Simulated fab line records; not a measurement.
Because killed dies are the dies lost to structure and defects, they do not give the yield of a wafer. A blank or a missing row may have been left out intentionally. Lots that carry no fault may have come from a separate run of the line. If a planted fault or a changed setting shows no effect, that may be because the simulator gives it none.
fab line records    flow n5_finfet
[record] lots = 9  wafers = 26  last_day = 18
route steps=1938 shown BEOL_M0_SAQP@690 BEOL_M4@1111 PASSIVATION@1936
lots with no fault: from the same line, run without faults
start_h: hours from the record's opening day to when the first of the lot's shown wafers began    wait_h: hours elapsed since this lot's preceding step    " repeats the value in the row above    L1.1+2: several wafers, shown together as one row    - either no value or no given start    * or withheld: withheld    < > ~ a bound
route shown NAME@n: names a module that has steps shown in the file, with the first one's number in the route    usual: mean and standard deviation over wafers with no fault    same: alike in all rows    chamber/n: place in a boat    sites: the reading at each site    _std_site: standard deviation of those values    _edge_site: the outer-site mean with the inner-site mean subtracted    radius_mm: how far each site lies from the wafer's centre    mask NAME#n: copy n    behind: the most recent tool/chamber to have shaped the wafer    hold: cause of the lot's hold/its duration in hours/its outcome    device: names the non-switching transistor (n, p or np)    end of line: at the end of the route, the tests of the same wafers    a step given without rows: its recipe and nothing more    killed: the dies lost at the first sort to structure and to defects; this is not the yield of the wafer    map: a wafer's dies, marking killed ones x, the rest . and places with no die _
set.NAME: the setting as run; set.NAME@STEP: as run at that earlier step    model.NAME: the simulator's own value behind a step, which no gauge read
a sample of lots followed through the steps of the route, with each step as a table and each wafer as a row
services: the hour from which a tool's chamber was out of use, counted from the record's first day as start_h (under 0 if before that day), plus the number of hours and why
[[steps]]
[step N5_BEOL_M0_SAQP_OVL_MEAS_41]
[recipe] points_per_wafer = 522
[usual] M0_CUT1_OVL = 0.0/0.7
lot.wafer  tool        chamber  start_h  wait_h  M0_CUT1_OVL[nm]
L150.1     overlay-01  0        147.97   0.0     -0.2
L150.2     "           0        "        "       0.0
L150.3     "           0        "        "       0.2
L151.2     overlay-02  0        154.28   0.0     -0.5
L151.4     "           0        "        "       -0.6
L151.6     "           0        "        "       -0.1
L152.2     overlay-01  0        162.00   0.0     1.5
L152.3     "           0        "        "       1.0
L152.6     "           0        "        "       1.4
L153.1     overlay-02  0        170.27   0.0     0.1
L153.3     "           0        "        "       -1.3
L153.6     "           0        "        "       -1.3
L154.1     overlay-02  0        172.81   0.0     -0.3
L154.2     "           0        "        "       -0.4
L154.5     "           0        "        "       -0.6
L156.2     overlay-01  0        189.97   0.0     -0.9
L156.4     "           0        "        "       -0.2
L156.6     "           0        "        "       -0.1
L163.1     overlay-01  0        228.87   0.0     -0.1
L163.3     "           0        "        "       -0.9
L164.1     overlay-02  0        231.49   0.1     -0.4
L164.2     "           0        "        "       0.3
L164.3     "           0        "        "       0.5
L166.2     overlay-02  0        250.43   0.0     0.4
L166.3     "           0        "        "       0.6
L166.5     "           0        "        "       0.0
[step N5_BEOL_M0_SAQP_ETCH_88]
[recipe] chemistry = N2/H2  target = underlayer  target_depth_a = 65  time_s = 5.2  ion_energy_ev = 200  mask_material = CAR-EUV  pressure_mtorr = 30  source_w = 840  bias_w = 150  n2_flow_sccm = 200  h2_flow_sccm = 200  ends = cleared
[usual] drypump_motor_current_A = 6.0/0.45  etch_rf_on_time_s = 5.19/0.16  oes_product_au = 0.65/0.063  rf_fwd_power_W = 819.0/2.5  rf_vpp_V = 523/3.3  showerhead_plenum_p_Torr = 2.53/0.11  throttle_valve_pct = 17.94/0.26
lot.wafer  tool         chamber  start_h  wait_h  drypump_motor_current_A  etch_rf_on_time_s  oes_product_au  rf_fwd_power_W  rf_hours_counter_h  rf_vpp_V  showerhead_plenum_p_Torr  throttle_valve_pct
L150.1     rie_diel-03  1        148.10   0.0     6.8                      5.23               0.60            817.2           192                 522       2.41                      18.06
L150.2     "            3        "        "       5.8                      5.09               0.69            820.5           99                  521       2.48                      17.64
L150.3     "            0        "        "       5.8                      5.28               0.64            819.2           143                 525       2.65                      18.18
L151.2     rie_diel-06  2        154.70   0.0     5.6                      5.04               0.61            819.2           238                 522       2.48                      18.24
L151.4     "            0        "        "       6.5                      4.99               0.64            817.8           -                   520       2.44                      17.56
L151.6     "            2        "        "       5.7                      5.08               0.61            820.9           -                   521       2.48                      18.27
L152.2     rie_diel-06  1        162.12   0.0     6.5                      5.36               0.73            819.8           30                  528       2.71                      17.82
L152.3     "            2        "        "       5.6                      5.04               0.60            820.7           240                 522       2.48                      18.27
L152.6     "            2        "        "       5.6                      5.05               0.60            815.9           -                   525       2.48                      18.28
L153.1     rie_diel-03  0        170.40   0.0     5.8                      5.23               0.65            823.3           152                 527       2.65                      18.17
L153.3     "            3        "        "       5.8                      5.04               0.68            818.3           107                 524       2.47                      17.60
L153.6     "            2        "        "       6.3                      5.43               0.59            815.0           -                   527       2.63                      17.93
L154.1     rie_diel-03  3        172.93   0.0     5.8                      5.02               0.68            816.9           108                 523       2.47                      17.60
L154.2     "            0        "        "       5.7                      5.21               0.65            815.2           153                 527       2.65                      18.21
L154.5     "            0        "        "       5.7                      5.24               0.63            816.2           -                   526       2.65                      18.21
L156.2     rie_diel-01  0        190.09   0.0     5.5                      5.36               0.58            819.7           225                 524       2.52                      18.17
L156.4     "            2        "        "       5.4                      5.29               0.62            823.4           -                   526       2.64                      18.04
L156.6     "            3        "        "       5.4                      5.16               0.64            824.0           -                   524       2.58                      18.53
L163.1     rie_diel-06  3        229.00   0.0     5.9                      3.21               0.87            820.0           141                 516       2.34                      17.75
L163.3     "            2        "        "       5.6                      4.96               0.85            820.4           2                   524       2.47                      17.87
L164.1     rie_diel-01  1        231.61   0.0     5.5                      5.10               0.79            819.7           14                  525       2.58                      17.70
L164.2     "            2        "        "       5.4                      5.33               0.59            818.2           202                 527       2.63                      18.03
L164.3     "            3        "        "       5.4                      5.24               0.64            821.3           151                 526       2.58                      18.53
L166.2     rie_diel-03  0        250.55   0.0     5.7                      5.24               0.63            818.4           178                 527       2.64                      18.24
L166.3     "            3        "        "       5.9                      4.97               0.67            823.7           135                 521       2.46                      17.70
L166.5     "            1        "        "       6.8                      5.21               0.58            813.4           -                   518       2.40                      18.13
[step N5_BEOL_M0_SAQP_CUT_ETCH_46]
[recipe] chemistry = N2/H2  target = SOC  target_depth_a = 1350  overetch_a = 270  temp_c = 40  time_s = 202.5  ion_energy_ev = 200  mask_material = SiARC  pressure_mtorr = 30  source_w = 840  bias_w = 150  n2_flow_sccm = 200  h2_flow_sccm = 200
[usual] drypump_motor_current_A = 6.0/0.45  rf_fwd_power_W = 837.6/2.5  rf_vpp_V = 524/3.2  showerhead_plenum_p_Torr = 2.53/0.11  throttle_valve_pct = 17.90/0.27
lot.wafer  tool         chamber  start_h  wait_h  drypump_motor_current_A  rf_fwd_power_W  rf_hours_counter_h  rf_vpp_V  showerhead_plenum_p_Torr  throttle_valve_pct
L150.1     rie_diel-03  1        148.14   0.0     6.8                      836.2           192                 521       2.41                      18.04
L150.2     "            3        "        "       5.8                      837.2           99                  521       2.48                      17.57
L150.3     "            0        "        "       5.8                      836.6           143                 528       2.65                      18.15
L151.2     rie_diel-06  2        154.75   0.0     5.7                      836.9           238                 524       2.48                      18.21
L151.4     "            0        "        "       6.5                      836.9           -                   521       2.44                      17.54
L151.6     "            2        "        "       5.6                      836.5           -                   522       2.48                      18.20
L152.2     rie_diel-06  1        162.17   0.0     6.5                      837.3           30                  530       2.71                      17.77
L152.3     "            2        "        "       5.6                      836.5           240                 524       2.48                      18.22
L152.6     "            2        "        "       5.6                      835.4           -                   523       2.48                      18.22
L153.1     rie_diel-03  0        170.45   0.0     5.7                      842.3           152                 526       2.65                      18.17
L153.3     "            3        "        "       5.8                      839.7           107                 522       2.47                      17.59
L153.6     "            2        "        "       6.3                      837.1           -                   527       2.63                      17.91
L154.1     rie_diel-03  3        172.98   0.0     5.8                      835.8           108                 521       2.47                      17.59
L154.2     "            0        "        "       5.7                      836.3           153                 527       2.65                      18.16
L154.5     "            0        "        "       5.8                      837.0           -                   525       2.65                      18.15
L156.2     rie_diel-01  0        190.14   0.0     5.5                      836.8           225                 521       2.52                      18.11
L156.4     "            2        "        "       5.4                      835.1           -                   525       2.64                      17.97
L156.6     "            3        "        "       5.4                      837.4           -                   525       2.58                      18.48
L163.1     rie_diel-06  3        229.05   0.0     5.9                      840.6           141                 518       2.34                      17.61
L163.3     "            2        "        "       5.6                      831.8           2                   522       2.47                      17.83
L164.1     rie_diel-01  1        231.66   0.0     5.5                      837.3           14                  525       2.57                      17.65
L164.2     "            2        "        "       5.4                      836.1           202                 528       2.63                      18.00
L164.3     "            3        "        "       5.5                      835.5           151                 524       2.58                      18.47
L166.2     rie_diel-03  0        250.60   0.0     5.8                      838.4           178                 526       2.64                      18.21
L166.3     "            3        "        "       5.8                      838.7           135                 521       2.46                      17.66
L166.5     "            1        "        "       6.8                      832.0           -                   519       2.40                      18.05
[step N5_BEOL_M0_SAQP_ETCH_49]
[recipe] chemistry = CF4/O2  target_depth_a = 370  target = SiO2  pressure_mtorr = 40  source_w = 535  bias_w = 49  Ar_flow_sccm = 100  cf4_flow_sccm = 100  O2_flow_sccm = 10  ion_energy_ev = 100
[usual] drypump_motor_current_A = 6.0/0.45  oes_product_au = 0.77/0.081  rf_fwd_power_W = 532.5/1.7  rf_vpp_V = 239/7.8  showerhead_plenum_p_Torr = 2.19/0.093  throttle_valve_pct = 15.9/0.31
lot.wafer  tool         chamber  start_h  wait_h  drypump_motor_current_A  oes_product_au  rf_fwd_power_W  rf_hours_counter_h  rf_vpp_V  showerhead_plenum_p_Torr  throttle_valve_pct
L150.1     rie_diel-03  0        148.98   0.4     5.7                      0.76            530.9           144                 245       2.29                      16.1
L150.2     "            1        "        "       6.7                      0.68            533.1           193                 237       2.11                      16.2
L150.3     "            3        "        "       5.8                      0.80            533.9           99                  237       2.14                      15.5
L151.2     rie_diel-06  2        156.05   0.3     5.6                      0.70            532.7           238                 241       2.16                      16.4
L151.4     "            3        "        "       5.8                      0.79            535.6           -                   229       2.05                      15.6
L151.6     "            0        "        "       6.5                      0.76            530.9           -                   230       2.11                      15.6
L152.2     rie_diel-06  0        162.90   0.3     6.5                      0.75            530.1           180                 230       2.10                      15.6
L152.3     "            3        "        "       5.9                      0.79            534.1           121                 228       2.05                      15.5
L152.6     "            1        "        "       6.4                      0.90            531.6           -                   242       2.33                      15.7
L153.1     rie_diel-06  1        171.18   0.3     6.5                      0.90            535.9           32                  245       2.33                      15.7
L153.3     "            2        "        "       5.6                      0.70            529.0           242                 243       2.16                      16.4
L153.6     "            2        "        "       5.7                      0.71            532.2           -                   242       2.16                      16.4
L154.1     rie_diel-06  0        173.75   0.3     6.5                      0.76            531.3           182                 231       2.10                      15.6
L154.2     "            2        "        "       5.7                      0.70            529.8           243                 242       2.16                      16.4
L154.5     "            1        "        "       6.5                      0.89            532.1           -                   241       2.33                      15.7
L156.2     rie_diel-03  1        190.92   0.3     6.8                      0.69            532.2           200                 237       2.11                      16.2
L156.4     "            3        "        "       5.8                      0.79            531.9           114                 236       2.13                      15.5
L156.6     "            1        "        "       6.8                      0.67            531.5           -                   238       2.11                      16.2
L163.1     rie_diel-01  3        230.18   0.3     5.4                      0.76            532.7           151                 240       2.22                      16.3
L163.3     "            2        "        "       5.4                      0.71            531.2           202                 244       2.27                      16.0
L164.1     rie_diel-06  1        232.39   0.3     6.5                      0.87            530.8           50                  243       2.32                      15.7
L164.2     "            2        "        "       5.6                      0.99            532.8           3                   243       2.16                      15.9
L164.3     "            0        "        "       6.5                      0.73            533.3           200                 232       2.10                      15.6
L166.2     rie_diel-03  0        251.42   0.4     5.8                      0.74            529.3           178                 246       2.28                      16.2
L166.3     "            3        "        "       5.8                      0.75            534.0           135                 237       2.12                      15.5
L166.5     "            2        "        "       6.2                      0.67            529.8           -                   259       2.28                      16.2
[step N5_BEOL_M4_RC_MEAS_101]
[usual] DIBL_N = 36.4/2  DIBL_P = 36.1/2.5  IOFF_N = 0.16/0.037  IOFF_P = 0.20/0.038  ION_N = 670/13  ION_P = 459/8.3  SS_N = 71.6/0.69  SS_P = 73.3/0.72  VT_N = 250/3.4  VT_P = -251/3.1
lot.wafer  tool       chamber  start_h  wait_h  DIBL_N[mV/V]  DIBL_P[mV/V]  IOFF_N[nA/um]  IOFF_P[nA/um]  ION_N[uA/um]  ION_P[uA/um]  SS_N[mV/dec]  SS_P[mV/dec]  VT_N[mV]  VT_P[mV]
L151.2     prober-01  0        200.82   0.2     39.1          39.1          0.22           0.26           677           466           72.4          74.1          244       -248
L151.4     "          0        "        "       37.8          37.3          0.18           0.23           688           466           71.4          74.0          250       -249
L151.6     "          0        "        "       33.6          33.6          0.12           0.18           665           458           70.8          73.1          250       -251
L150.1     prober-01  0        203.42   0.3     36.3          35.4          0.17           0.21           660           449           72.2          73.8          251       -250
L150.2     "          0        "        "       33.8          32.8          0.13           0.16           655           454           71.0          72.8          255       -252
L150.3     "          0        "        "       38.1          38.9          0.24           0.27           694           462           71.6          74.5          244       -245
L152.2     prober-01  0        207.50   0.2     36.6          35.8          0.15           0.22           653           456           71.7          72.9          252       -248
L152.3     "          0        "        "       36.1          34.4          0.14           0.21           664           462           70.7          72.8          250       -249
L152.6     "          0        "        "       34.6          32.6          0.13           0.18           661           461           70.5          73.0          252       -251
L153.1     prober-02  0        219.64   0.2     36.4          36.5          0.15           0.20           657           457           71.6          73.8          252       -250
L153.3     "          0        "        "       39.9          38.3          0.24           0.22           651           447           74.4          73.4          249       -252
L153.6     "          0        "        "       38.9          39.8          0.22           0.28           679           466           71.7          73.7          246       -245
L154.1     prober-02  0        220.57   1.0     35.8          34.3          0.14           0.16           661           447           71.6          72.3          253       -253
L154.2     "          0        "        "       30.4          29.2          0.08           0.11           648           445           70.2          70.8          259       -259
L154.5     "          0        "        "       38.4          38.8          0.20           0.22           686           460           71.7          73.7          246       -250
L156.2     prober-01  0        236.05   0.2     37.7          36.5          0.17           0.21           657           454           72.8          74.1          248       -252
L156.4     "          0        "        "       36.1          35.0          0.15           0.20           664           457           71.1          73.9          248       -251
L156.6     "          0        "        "       38.8          37.2          0.21           0.25           681           464           72.5          74.4          245       -251
L163.1     prober-02  0        279.45   0.0     39.0          40.1          0.21           0.25           684           464           72.2          73.8          248       -249
L163.3     "          0        "        "       35.4          35.7          0.13           0.17           653           452           71.6          72.6          254       -255
L164.1     prober-02  0        297.49   0.0     35.5          35.2          0.15           0.21           669           460           72.0          72.5          250       -250
L164.2     "          0        "        "       34.2          34.1          0.12           0.18           669           459           71.5          72.3          255       -251
L164.3     "          0        "        "       37.4          36.8          0.19           0.22           668           456           73.1          73.3          247       -249
L166.2     prober-01  0        304.50   0.2     36.7          36.9          0.18           0.19           676           455           71.4          74.0          246       -254
L166.3     "          0        "        "       37.6          36.4          0.17           0.18           668           445           71.6          73.9          247       -255
L166.5     "          0        "        "       35.3          34.9          0.13           0.17           651           452           70.8          72.3          251       -256
[step N5_PASSIVATION_PROBE_49]
[usual] defect_limited_yield = 91.2/1.6  killed_at_M0_to_M3 = 34/11  killed_at_M4_up = 13/5.2  killed_at_contacts = 13/6.3  killed_at_front_end = 40/14  killed_at_other = 3.2/2.4  killed_dies = 104/19  killed_open = 69/14  killed_short = 32/7.5  sort_bin_5_function = 5.3/1.1  sort_bin_6_memory = 3.2/0.73  sort_bin_8_speed = 0.01/0.038  sort_n_pass = 1076/19
[same] gross_dies = 1180  killed_at_back_side = 0  sort_bin_4_leakage[%] = 0
lot.wafer  tool       chamber  start_h  wait_h  defect_limited_yield[%]  killed_at_M0_to_M3  killed_at_M4_up  killed_at_contacts  killed_at_front_end  killed_at_other  killed_dies  killed_open  killed_short  sort_bin_5_function[%]  sort_bin_6_memory[%]  sort_bin_8_speed[%]  sort_n_pass
L151.2     prober-02  -        303.68   0.1     93.2                     32                  6                14                  25                   3                80           54           26            4.2                     2.5                   0                    1100
L151.4     prober-02  -        303.78   0.2     93.4                     26                  7                17                  24                   4                78           54           21            4.0                     2.5                   0                    1102
L151.6     prober-02  -        303.88   0.3     90.5                     23                  13               26                  44                   6                112          76           35            6.1                     3.1                   0                    1068
L150.1     prober-01  -        314.94   0.0     90.4                     41                  11               12                  37                   12               113          70           32            5.8                     3.1                   0.08                 1066
L150.2     prober-01  -        314.99   0.1     93.4                     27                  13               13                  22                   3                78           50           25            3.8                     2.5                   0                    1102
L150.3     prober-01  -        315.04   0.1     91.3                     40                  13               17                  28                   5                103          65           36            5.3                     3.1                   0                    1077
L152.2     prober-02  -        315.64   0.1     91.1                     25                  9                16                  54                   1                105          74           30            5.1                     3.2                   0                    1075
L152.3     prober-02  -        315.69   0.1     92.0                     37                  14               6                   32                   5                94           66           28            4.8                     2.8                   0                    1086
L152.6     prober-02  -        315.84   0.3     92.3                     41                  5                7                   31                   7                91           66           23            4.3                     3.1                   0                    1089
L153.1     prober-02  -        319.85   0.0     90.4                     53                  11               13                  34                   2                113          70           41            6.0                     3.3                   0                    1067
L153.3     prober-02  -        319.95   0.1     92.4                     26                  12               23                  28                   1                90           60           27            4.6                     2.9                   0.08                 1089
L153.6     prober-02  -        320.10   0.3     90.3                     43                  9                20                  39                   3                114          82           30            5.5                     3.8                   0                    1066
L154.1     prober-02  -        328.90   0.0     89.5                     30                  12               18                  60                   4                124          82           40            6.3                     4.1                   0                    1056
L154.2     prober-02  -        328.95   0.1     90.4                     34                  12               8                   55                   4                113          64           47            5.3                     4.1                   0.08                 1066
L154.5     prober-02  -        329.10   0.2     90.2                     37                  11               15                  48                   5                116          76           39            5.8                     3.6                   0                    1064
L156.2     prober-02  -        335.71   0.1     90.3                     29                  23               6                   53                   4                115          80           35            5.6                     3.6                   0                    1065
L156.4     prober-02  -        335.81   0.2     90.5                     33                  15               22                  37                   5                112          76           35            6.5                     2.4                   0                    1068
L156.6     prober-02  -        335.91   0.3     90.8                     26                  20               12                  47                   4                109          78           27            5.6                     3.6                   0                    1071
L163.3     prober-02  -        387.47   0.1     91.9                     38                  15               12                  28                   3                96           63           32            4.7                     3.2                   0                    1084
L164.1     prober-02  -        400.46   0.0     91.7                     24                  7                23                  43                   1                98           60           37            5.8                     2.2                   0                    1082
L164.2     prober-02  -        400.51   0.1     90.9                     49                  11               8                   38                   1                107          69           33            5.8                     2.8                   0                    1073
L164.3     prober-02  -        400.56   0.1     89.8                     38                  21               21                  39                   1                120          88           32            6.7                     3.1                   0                    1060
// killed by level:class
L151.2 MOL_CONTACT_COAG:geometric_particle:open=12 STI_FIN_REVEAL:geometric_particle:open=9 BEOL_M0_SAQP:geometric_particle:open=9 BEOL_M0_SAQP:geometric_particle:short=8 BEOL_M3:geometric_particle:open=8 BEOL_M1:geometric_particle:open=3 STARTING-WAFER:geometric_particle:open=3 FIN_SAQP:geometric_particle:short=2
L151.4 MOL_CONTACT_COAG:geometric_particle:open=15 STI_FIN_REVEAL:geometric_particle:open=8 BEOL_M1:geometric_particle:open=6 BEOL_M2:geometric_particle:open=6 BEOL_M0_SAQP:geometric_particle:short=4 BEOL_M0_SAQP:geometric_particle:open=4 BEOL_M3:geometric_particle:open=4 ZERO_LAYER:coat_microbubble_printed=3
L151.6 STI_FIN_REVEAL:geometric_particle:open=19 MOL_CONTACT_COAG:geometric_particle:open=19 MOL_CONTACT_COAG:geometric_particle:short=7 STI_FIN_REVEAL:geometric_particle:short=6 BEOL_M0_SAQP:geometric_particle:short=5 SPACER0:geometric_particle:open=4 BEOL_M4:geometric_particle:open=4 BEOL_M3:geometric_particle:open=4
L150.1 STI_FIN_REVEAL:geometric_particle:open=10 MOL_CONTACT_COAG:geometric_particle:open=10 BEOL_M0_SAQP:geometric_particle:open=9 BEOL_M3:geometric_particle:open=9 BEOL_M2:geometric_particle:open=8 FIN_SAQP:geometric_particle:open=6 BEOL_M0_SAQP:geometric_particle:short=5 HKMG_FIN:area_etch=5
L150.2 MOL_CONTACT_COAG:geometric_particle:open=10 BEOL_M2:geometric_particle:open=9 FIN_SAQP:geometric_particle:open=7 BEOL_M4:geometric_particle:short=6 BEOL_M0_SAQP:geometric_particle:open=4 DUMMY_GATE:geometric_particle:open=3 GATE_CUT:geometric_particle:open=3 MOL_CONTACT_COAG:geometric_particle:short=3
L150.3 MOL_CONTACT_COAG:geometric_particle:open=14 BEOL_M0_SAQP:geometric_particle:short=13 STI_FIN_REVEAL:geometric_particle:open=8 BEOL_M2:geometric_particle:open=7 BEOL_M0_SAQP:geometric_particle:open=6 BEOL_M3:geometric_particle:open=5 BEOL_M5:geometric_particle:open=5 GATE_CUT:geometric_particle:short=4
L152.2 MOL_CONTACT_COAG:geometric_particle:open=14 FIN_SAQP:geometric_particle:open=13 FIN_SAQP:geometric_particle:short=10 STI_FIN_REVEAL:geometric_particle:open=6 BEOL_M0:geometric_particle:open=6 ILD0:geometric_particle:short=5 GATE_CUT:geometric_particle:short=5 BEOL_M3:geometric_particle:open=5
L152.3 BEOL_M2:geometric_particle:open=12 BEOL_M4:geometric_particle:open=10 DUMMY_GATE:geometric_particle:open=5 GATE_CUT:geometric_particle:short=5 GATE_CUT:geometric_particle:open=5 MOL_CONTACT_COAG:geometric_particle:open=5 BEOL_M0_SAQP:geometric_particle:short=5 BEOL_M0:geometric_particle:open=5
L152.6 BEOL_M1:geometric_particle:open=14 FIN_SAQP:geometric_particle:open=10 BEOL_M0_SAQP:geometric_particle:open=7 BEOL_M2:geometric_particle:open=6 FIN_SAQP:geometric_particle:short=5 DUMMY_GATE:geometric_particle:open=4 MOL_CONTACT_COAG:geometric_particle:open=4 BEOL_M0:geometric_particle:open=4
L153.1 BEOL_M1:geometric_particle:open=11 BEOL_M2:geometric_particle:open=10 MOL_CONTACT_COAG:geometric_particle:open=9 FIN_SAQP:geometric_particle:open=7 BEOL_M2:geometric_particle:short=6 DUMMY_GATE:geometric_particle:open=5 BEOL_M0_SAQP:geometric_particle:open=5 BEOL_M3:geometric_particle:open=5
L153.3 MOL_CONTACT_COAG:geometric_particle:open=15 BEOL_M2:geometric_particle:open=9 MOL_CONTACT_COAG:geometric_particle:short=8 BEOL_M4:geometric_particle:open=6 FIN_SAQP:geometric_particle:open=5 GATE_CUT:geometric_particle:open=4 GATE_CUT:geometric_particle:short=4 BEOL_M0_SAQP:geometric_particle:short=4
L153.6 BEOL_M2:geometric_particle:open=16 MOL_CONTACT_COAG:geometric_particle:open=13 STI_FIN_REVEAL:geometric_particle:open=9 BEOL_M0:geometric_particle:open=9 GATE_CUT:geometric_particle:short=7 MOL_CONTACT_COAG:geometric_particle:short=7 BEOL_M1:geometric_particle:open=6 BEOL_M3:geometric_particle:open=6
L154.1 FIN_SAQP:geometric_particle:open=23 BEOL_M2:geometric_particle:open=16 MOL_CONTACT_COAG:geometric_particle:open=13 FIN_SAQP:geometric_particle:short=11 MOL_CONTACT_COAG:geometric_particle:short=5 STI_FIN_REVEAL:geometric_particle:open=4 BEOL_M4:geometric_particle:open=4 DUMMY_GATE:geometric_particle:open=3
L154.2 FIN_SAQP:geometric_particle:short=23 FIN_SAQP:geometric_particle:open=11 BEOL_M2:geometric_particle:open=10 MOL_CONTACT_COAG:geometric_particle:open=7 BEOL_M0_SAQP:geometric_particle:open=7 BEOL_M0_SAQP:geometric_particle:short=4 BEOL_M3:geometric_particle:short=4 BEOL_M5:geometric_particle:open=4
L154.5 MOL_CONTACT_COAG:geometric_particle:open=14 FIN_SAQP:geometric_particle:short=10 BEOL_M0_SAQP:geometric_particle:open=9 BEOL_M0_SAQP:geometric_particle:short=8 GATE_CUT:geometric_particle:short=7 FIN_SAQP:geometric_particle:open=6 BEOL_M2:geometric_particle:open=6 BEOL_M4:geometric_particle:open=6
L156.2 STI_FIN_REVEAL:geometric_particle:open=15 FIN_SAQP:geometric_particle:open=11 BEOL_M2:geometric_particle:open=7 BEOL_M4:geometric_particle:open=7 FIN_SAQP:geometric_particle:short=6 MOL_CONTACT_COAG:geometric_particle:open=6 BEOL_M0_SAQP:geometric_particle:short=6 BEOL_M0_SAQP:geometric_particle:open=6
L156.4 MOL_CONTACT_COAG:geometric_particle:open=18 BEOL_M0_SAQP:geometric_particle:open=15 BEOL_M4:geometric_particle:open=8 FIN_SAQP:geometric_particle:short=7 STI_FIN_REVEAL:geometric_particle:open=7 BEOL_M0_SAQP:geometric_particle:short=7 FIN_SAQP:geometric_particle:open=4 STI_FIN_REVEAL:geometric_particle:short=4
L156.6 STI_FIN_REVEAL:geometric_particle:open=12 BEOL_M4:geometric_particle:open=12 BEOL_M0_SAQP:geometric_particle:open=11 FIN_SAQP:geometric_particle:open=10 DUMMY_GATE:geometric_particle:open=9 MOL_CONTACT_COAG:geometric_particle:open=7 BEOL_M0_SAQP:geometric_particle:short=7 MOL_CONTACT_COAG:geometric_particle:short=5
L163.3 STI_FIN_REVEAL:geometric_particle:open=11 BEOL_M0_SAQP:geometric_particle:short=11 MOL_CONTACT_COAG:geometric_particle:open=10 BEOL_M0_SAQP:geometric_particle:open=7 BEOL_M1:geometric_particle:open=6 BEOL_M3:geometric_particle:open=5 BEOL_M1:geometric_particle:short=4 BEOL_M2:geometric_particle:open=4
L164.1 MOL_CONTACT_COAG:geometric_particle:open=15 FIN_SAQP:geometric_particle:short=14 MOL_CONTACT_COAG:geometric_particle:short=8 STI_FIN_REVEAL:geometric_particle:open=7 FIN_SAQP:geometric_particle:open=6 BEOL_M2:geometric_particle:open=6 BEOL_M3:geometric_particle:open=5 BEOL_M0_SAQP:geometric_particle:open=5
L164.2 BEOL_M2:geometric_particle:open=18 BEOL_M0_SAQP:geometric_particle:short=10 BEOL_M1:geometric_particle:open=8 STI_FIN_REVEAL:geometric_particle:open=6 DUMMY_GATE:geometric_particle:open=6 MOL_CONTACT_COAG:geometric_particle:open=6 BEOL_M0:geometric_particle:open=6 FIN_SAQP:geometric_particle:short=5
L164.3 MOL_CONTACT_COAG:geometric_particle:open=16 BEOL_M2:geometric_particle:open=14 FIN_SAQP:geometric_particle:short=9 BEOL_M1:geometric_particle:open=9 STI_FIN_REVEAL:geometric_particle:open=8 FIN_SAQP:geometric_particle:open=7 DUMMY_GATE:geometric_particle:open=6 MOL_CONTACT_COAG:geometric_particle:short=5
[[services]]
tool         chamber  start_h  hours  kind
rie_diel-01  2        127.11   6.6    repair
rie_diel-03  2        140.26   5.8    repair
rie_diel-06  1        154.34   5.2    repair
rie_diel-01  1        176.55   -      clean
rie_diel-01  1        176.55   -      consumable_replace:focus_ring
rie_diel-01  1        176.55   15.4   scheduled_down
rie_diel-01  1        176.55   15.4   vent_cycle
rie_diel-06  2        198.77   -      clean
rie_diel-06  2        198.77   -      consumable_replace:focus_ring
rie_diel-06  2        198.77   24.8   scheduled_down
rie_diel-06  2        198.77   24.8   vent_cycle
rie_diel-06  -        199.41   3.9    repair
rie_diel-01  3        207.40   19.4   repair
[[key]]
[first_sign] step = N5_BEOL_M0_SAQP_ETCH_88  reading = etch_rf_on_time_s  direction = down  sigmas = 12  usual = *  struck = *
[effect] step = N5_BEOL_M0_SAQP_ETCH_88  reading = oes_product_au  direction = up  sigmas = 3.4  usual = 0.65  struck = 0.87
met_at N5_BEOL_M0_SAQP_ETCH_88
struck_lots L163
struck_wafers L163.1
not_acting_at N5_BEOL_M0_SAQP_OVL_MEAS_41,N5_BEOL_M0_SAQP_CUT_ETCH_46,N5_BEOL_M0_SAQP_ETCH_49
onset_between 162.12 229.00
[fault] kind = process_parameter_drift  tool = rie_diel-06  chamber = -  onset_h = 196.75  steps = N5_BEOL_M0_SAQP_ETCH_88  channel = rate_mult  offset = 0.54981  shape = step  end_h = 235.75  scope = struck_wafers_only
